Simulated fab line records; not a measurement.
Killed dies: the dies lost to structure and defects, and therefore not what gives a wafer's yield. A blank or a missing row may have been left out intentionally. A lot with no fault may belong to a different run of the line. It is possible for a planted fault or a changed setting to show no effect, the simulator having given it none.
Chamber matching || flow nand harc || rie diel-06 running NHARC_A_STAIRCASE_DESCUM_186: 4 sister chambers
The step chemistry O2, time 3 s. 8 wafers are shown with their chamber, then 7 later ones without.

## EACH WAFER AND ITS CHAMBER
{"wafer": "L075.2", "chamber": 0, "showerhead plenum p Torr (Torr)": 1.85, "drypump motor current A (A)": 5.8}
{"wafer": "L074.3", "chamber": 0, "showerhead plenum p Torr (Torr)": 1.85, "drypump motor current A (A)": 5.8}
{"wafer": "L079.3", "chamber": 2, "showerhead plenum p Torr (Torr)": 1.96, "drypump motor current A (A)": 5.8}
{"wafer": "L079.6", "chamber": 3, "showerhead plenum p Torr (Torr)": 1.79, "drypump motor current A (A)": 5.6}
{"wafer": "L080.5", "chamber": 1, "showerhead plenum p Torr (Torr)": 1.85, "drypump motor current A (A)": 6.4}
{"wafer": "L080.6", "chamber": 2, "showerhead plenum p Torr (Torr)": 1.96, "drypump motor current A (A)": 5.8}
{"wafer": "L091.3", "chamber": 3, "showerhead plenum p Torr (Torr)": 1.78, "drypump motor current A (A)": 5.5}
{"wafer": "L091.5", "chamber": 1, "showerhead plenum p Torr (Torr)": 1.84, "drypump motor current A (A)": 6.5}

## WAFERS WITH NO CHAMBER GIVEN
{"wafer": "L091.6", "showerhead plenum p Torr (Torr)": 1.94, "drypump motor current A (A)": 5.8}
{"wafer": "L093.2", "showerhead plenum p Torr (Torr)": 1.78, "drypump motor current A (A)": 5.5}
{"wafer": "L093.4", "showerhead plenum p Torr (Torr)": 1.83, "drypump motor current A (A)": 5.8}
{"wafer": "L093.6", "showerhead plenum p Torr (Torr)": 1.94, "drypump motor current A (A)": 5.8}
{"wafer": "L095.1", "showerhead plenum p Torr (Torr)": 1.83, "drypump motor current A (A)": 5.8}
{"wafer": "L095.2", "showerhead plenum p Torr (Torr)": 1.84, "drypump motor current A (A)": 6.5}
{"wafer": "L095.5", "showerhead plenum p Torr (Torr)": 1.94, "drypump motor current A (A)": 5.8}

## WHICH CHAMBER EACH WENT THROUGH
{"wafer": "L091.6", "from the rows above": 2, "in truth": 2}
{"wafer": "L093.2", "from the rows above": 3, "in truth": 3}
{"wafer": "L093.4", "from the rows above": 0, "in truth": 0}
{"wafer": "L093.6", "from the rows above": 2, "in truth": 2}
{"wafer": "L095.1", "from the rows above": 0, "in truth": 0}
{"wafer": "L095.2", "from the rows above": 1, "in truth": 1}
{"wafer": "L095.5", "from the rows above": 2, "in truth": 2}
Placed correctly: 7 of 7. Can't be placed from these rows: 0. 0 placed wrongly.
How it was worked out, from the rows above alone: a wafer's distance from a chamber is the root of the sum, over the readings, of the square of ((its reading less the chamber's mean) divided by the reading's scatter). The wafer belongs to the nearest chamber; if the next one is less than 2 further off, it can't be placed. The mean given for a chamber averages the wafers shown for that chamber. How the scatter is found: for the shown wafers, subtract from each reading the mean of its chamber, square and add these, divide the total by (wafers less chambers), then take the root.
